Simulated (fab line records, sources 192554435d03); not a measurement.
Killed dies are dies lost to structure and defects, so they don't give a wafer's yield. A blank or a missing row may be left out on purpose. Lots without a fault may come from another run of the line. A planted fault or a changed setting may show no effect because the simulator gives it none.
Which tool did it? | flow n5_finfet | 10 lots, 29 wafers sampled, at 1 step of a route of 1938

WHAT THE GAUGES READ, wafer by wafer
N5_BEOL_M4_RC_MEAS_101. Usual: DIBL_N 36.1 mV/V, standard deviation 1.6; DIBL_P 35.8 mV/V, standard deviation 2.1; IOFF_N 0.16 nA/um, standard deviation 0.031; IOFF_P 0.21 nA/um, standard deviation 0.034; ION_N 673 uA/um, standard deviation 12; ION_P 461 uA/um, standard deviation 7.2; SS_N 71.4 mV/dec, standard deviation 0.59; SS_P 73.3 mV/dec, standard deviation 0.63; VT_N 250 mV, standard deviation 3.1; VT_P -250 mV, standard deviation 3.3.
lot  | measured     | on        | DIBL_N (mV/V)  | DIBL_P (mV/V)  | IOFF_N (nA/um) | IOFF_P (nA/um) | ION_N (uA/um) | ION_P (uA/um) | SS_N (mV/dec)  | SS_P (mV/dec)  | VT_N (mV)   | VT_P (mV)      | flag
L847 | day 8 07:15  | prober-02 | 36.1 36.0 36.9 | 36.1 35.6 36.0 | 0.17 0.16 0.17 | 0.21 0.21 0.21 | 676 670 689   | 463 457 465   | 71.7 71.8 71.4 | 73.4 73.3 74.3 | 248 249 247 | -253 -250 -252 |
L850 | day 8 12:54  | prober-02 | 34.4 36.0 36.2 | 35.0 36.9 36.9 | 0.13 0.16 0.16 | 0.17 0.21 0.20 | 658 686 670   | 451 467 457   | 70.6 71.6 71.4 | 73.4 73.6 73.9 | 253 250 250 | -252 -251 -253 |
L856 | day 10 17:59 | prober-02 | 36.4 36.4      | 35.5 36.1      | 0.14 0.15      | 0.18 0.21      | 667 668       | 453 454       | 70.6 70.6      | 73.6 73.7      | 251 251     | -253 -251      |
L861 | day 11 13:50 | prober-02 | 37.1 35.9 36.5 | 36.5 36.2 36.0 | 0.18 0.16 0.17 | 0.21 0.21 0.21 | 686 676 678   | 469 464 460   | 72.0 71.6 71.8 | 73.1 73.7 73.5 | 246 247 248 | -251 -252 -252 |
L860 | day 11 15:33 | prober-01 | 37.8 34.7 35.8 | 38.7 34.4 36.0 | 0.20 0.13 0.15 | 0.28 0.20 0.23 | 680 676 672   | 468 463 462   | 71.4 71.5 71.4 | 73.7 73.3 73.7 | 248 253 249 | -247 -250 -250 |
L862 | day 11 19:40 | prober-01 | 35.4 33.9 32.9 | 35.8 34.5 33.4 | 0.15 0.13 0.11 | 0.21 0.18 0.17 | 672 656 646   | 465 454 457   | 71.2 70.8 70.6 | 73.1 72.5 72.7 | 249 254 253 | -250 -250 -252 |
L867 | day 13 07:11 | prober-02 | 35.3 37.0 37.0 | 34.9 37.4 35.8 | 0.15 0.18 0.18 | 0.23 0.26 0.23 | 667 670 675   | 470 470 465   | 71.1 71.5 71.3 | 73.2 73.6 73.6 | 253 247 249 | -247 -247 -247 |
L868 | day 13 12:44 | prober-01 | 36.8 38.2 37.3 | 35.8 38.7 36.1 | 0.18 0.21 0.17 | 0.22 0.29 0.23 | 676 685 675   | 465 469 462   | 71.4 72.2 71.9 | 73.6 74.5 73.7 | 247 244 249 | -247 -246 -249 |
L869 | day 13 13:10 | prober-02 | 33.8 39.8 37.5 | 31.7 39.0 36.7 | 0.11 0.26 0.18 | 0.18 0.31 0.27 | 650 699 690   | 464 474 471   | 70.8 71.7 71.7 | 71.4 73.9 73.3 | 253 241 244 | -249 -241 -244 |
L870 | day 13 22:20 | prober-02 | 34.9 35.4 36.7 | 36.0 36.3 38.3 | 0.16 0.17 0.21 | 0.20 0.21 0.24 | 682 674 688   | 463 461 463   | 71.6 71.3 72.0 | 73.4 74.2 73.9 | 248 248 242 | -247 -248 -248 |

WHICH TOOL RAN EACH LOT (tool, then ch and the chambers of the sampled wafers, then the start)
The record holds no process step before these readings.

WHAT THE TOOLS THEMSELVES READ (means of the sampled wafers that have a number; where no wafer has one, the mark that the record gives instead)
The record holds no such reading with a usual standard deviation.

THE ANSWER, worked out from the rows above alone
Rule: a lot is off if the mean of its wafers that have a number lies more than 3 standard deviations from the usual mean. A lot without any number at a reading at which 4 lots or more have one is off too. The other lots that the step has rows for count as sound. The gauges are gone through in route order, then the tools' own readings, and for those a lot's mean is taken as printed above. The first step at which some lot is off is used, and at that step the reading that is off furthest; a lot without a number counts as furthest.
No lot is off at any reading shown: from this, nothing can be told.

WHAT THE SIMULATOR HAD PUT IN
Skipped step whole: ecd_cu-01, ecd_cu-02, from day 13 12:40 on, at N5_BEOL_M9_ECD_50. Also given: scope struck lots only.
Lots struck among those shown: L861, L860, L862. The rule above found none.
